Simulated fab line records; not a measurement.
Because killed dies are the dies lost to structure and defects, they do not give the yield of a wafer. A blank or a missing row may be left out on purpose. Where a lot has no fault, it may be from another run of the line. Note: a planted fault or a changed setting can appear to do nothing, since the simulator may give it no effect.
Struck lot and sound lot, side by side | flow n5-finfet | 16 steps out of a route of 1938
Sound: these wafers, L197.1, L197.2, L197.4. Struck: wafer L200.4. (L200.1, L200.5 of the same lot were not struck and are left out.) The cause comes at the end.
Per side, at each step with rows, come the tool, then ch with its chambers, and then its first start. Under that, the readings that differ: sound wafers | struck wafers | difference of the means | sigmas: that difference in standard deviations of wafers without a fault.
alike: readings whose means differ by less than 2 such deviations, and words and numbers that are the same on both sides. not compared: withheld readings, readings that some wafer has no value for, bounds like >300 that may hide the same value, and numbers for which the record gives no deviation and whose values overlap.
A row with sigmas, a row that says differs or no value, or rows on one side alone: a step with any of these is where the two part. Numbers that have no deviation but don't overlap get no sigmas and don't part them. Lack of a reading on every wafer of one side parts them only where that side has two or more wafers.

first, 8 steps without rows for these wafers: N5_FIN_SAQP_COAT_49 (time 60 s, resist thk 100 nm); N5_FIN_SAQP_COAT_50 (time 60 s, resist thk 35 nm); N5_FIN_SAQP_COAT_10 (resist thk 90 nm); N5_FIN_SAQP_EBR_12; N5_FIN_SAQP_SOFTBAKE_11 (time 60 s); N5_FIN_SAQP_EXPOSE_13 (exposes mask FIN CORE, target cd 35.6 nm); N5_FIN_SAQP_PEB_14 (peb time 60 s); N5_FIN_SAQP_DEVELOP_15 (develop time 30 s).
N5_FIN_SAQP_CD_MEAS_16: the cd target is 35.6 nm.
  sound on cd-sem-02 ch 0, day 2 10:30; struck on cd-sem-01 ch 0, day 3 05:23
  alike: cd-nm
N5_FIN_SAQP_OVL_MEAS_17:
  sound on overlay-01 ch 0, day 2 10:32; struck on overlay-02 ch 0, day 3 05:26
  alike: FIN_CORE_OVL
N5_FIN_SAQP_INSPECT_18: inspects for defects (brightfield).
  sound on defect-inspect-01 at day 2 10:34; struck on defect-inspect-02 at day 3 05:27
  alike: raw-defect-count
N5_FIN_SAQP_DESCUM_21: chemistry O2, time 7.9 s.
  sound on rie-diel-01 ch 1,2,3, day 2 10:36; struck on rie-diel-01 ch 3, day 3 05:36
  alike: drypump-motor-current-A, oes-product-au, rf-vpp-V, showerhead-plenum-p-Torr, throttle-valve-pct
  not compared: rf-hours-counter-h
N5_FIN_SAQP_ETCH_51: etches SiARC in CF4, target depth 45.5 nm, time 75.8 s.
  sound on rie-diel-01 ch 1,2,3, day 2 10:38; struck on rie-diel-01 ch 3, day 3 05:38
  reading               | sound          | struck | difference | sigmas
  etch-rf-on-time-s (s) | 77.4 74.0 78.3 | 129.4  | +52.8      | +20
  oes-product-au (a.u.) | 0.68 0.81 0.63 | 0.55   | -0.16      | -2
  alike: drypump-motor-current-A, rf-vpp-V, showerhead-plenum-p-Torr, throttle-valve-pct
  not compared: rf-hours-counter-h
N5_FIN_SAQP_ETCH_52: etches SOC in N2/H2, target depth 100 nm, overetch 20 nm, time 150 s.
  sound on rie-diel-01 ch 1,2,3, day 2 10:41; struck on rie-diel-01 ch 3, day 3 05:41
  alike: drypump-motor-current-A, oes-product-au, rf-vpp-V, showerhead-plenum-p-Torr, throttle-valve-pct
  not compared: rf-hours-counter-h
-- a jump in the record: the struck wafers' starts before and after are 6 days apart (it breaks off in module FIN_SAQP and resumes in module BEOL_M4, where the first step shown is number 1111 of the route) --
N5_BEOL_M4_RC_MEAS_101:
  sound on prober-01 ch 0, day 8 08:12; struck on prober-02 ch 0, day 9 03:21
  alike: DIBL_N, DIBL_P, IOFF_N, IOFF_P, ION_N, ION_P, SS_N, SS_P, VT_N, VT_P
N5_PASSIVATION_PROBE_49:
  rows exist in the record for the sound wafers here (prober-01, day 12 17:35), none for the struck ones

## WHERE THEY PART
At N5_FIN_SAQP_ETCH_51 first; at N5_PASSIVATION_PROBE_49 last (within this record only).

WHY: what had been put in by the simulator
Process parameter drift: rie-diel-01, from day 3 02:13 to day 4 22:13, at N5_FIN_SAQP_ETCH_51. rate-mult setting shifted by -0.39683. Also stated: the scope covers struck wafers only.
